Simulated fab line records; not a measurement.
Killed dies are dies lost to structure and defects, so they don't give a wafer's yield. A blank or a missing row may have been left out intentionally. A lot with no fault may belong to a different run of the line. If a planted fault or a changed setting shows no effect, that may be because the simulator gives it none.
Chamber matching -- flow nand-harc -- NHARC_A_SGD_CUT_DEP_00 on pecvd-03 has 3 sister chambers
The step deposits SiNx, target thk 50 nm. 6 wafers are shown with their chamber, then 7 later ones without.

WAFERS, EACH WITH ITS CHAMBER
wafer,chamber,heater-power-w (W)
L661.5,1,766
L663.3,1,708
L666.3,0,565
L666.5,2,768
L668.1,0,626
L668.4,2,685

WAFERS MISSING THEIR CHAMBER
wafer,heater-power-w (W)
L668.5,654
L669.1,649
L669.5,657
L669.6,649
L674.2,590
L674.4,785
L674.6,591

EACH ONE'S CHAMBER
wafer,from the rows above,in truth
L668.5,can't be placed: 0 or 2 or 1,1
L669.1,can't be placed: 0 or 2 or 1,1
L669.5,can't be placed: 0 or 2 or 1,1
L669.6,can't be placed: 0 or 2 or 1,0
L674.2,0,0
L674.4,can't be placed: 1 or 2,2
L674.6,0,0
Placed correctly: 2 of 7. Cannot be placed on the basis of these rows: 5; the candidates contain the true chamber in 5. Wrongly placed: 0.
How it was worked out, from the rows above alone: a wafer's distance from a chamber is the root of the sum, over the readings, of the square of ((its reading less the chamber's mean) divided by the reading's scatter). If the next closest chamber is less than 2 further off than the closest, the wafer can't be placed; otherwise it belongs to the closest. Each chamber's mean is taken over the wafers shown for it. The scatter is the square root of a quotient: the sum, over the shown wafers, of each reading's squared deviation from its chamber's mean, divided by wafers minus chambers.
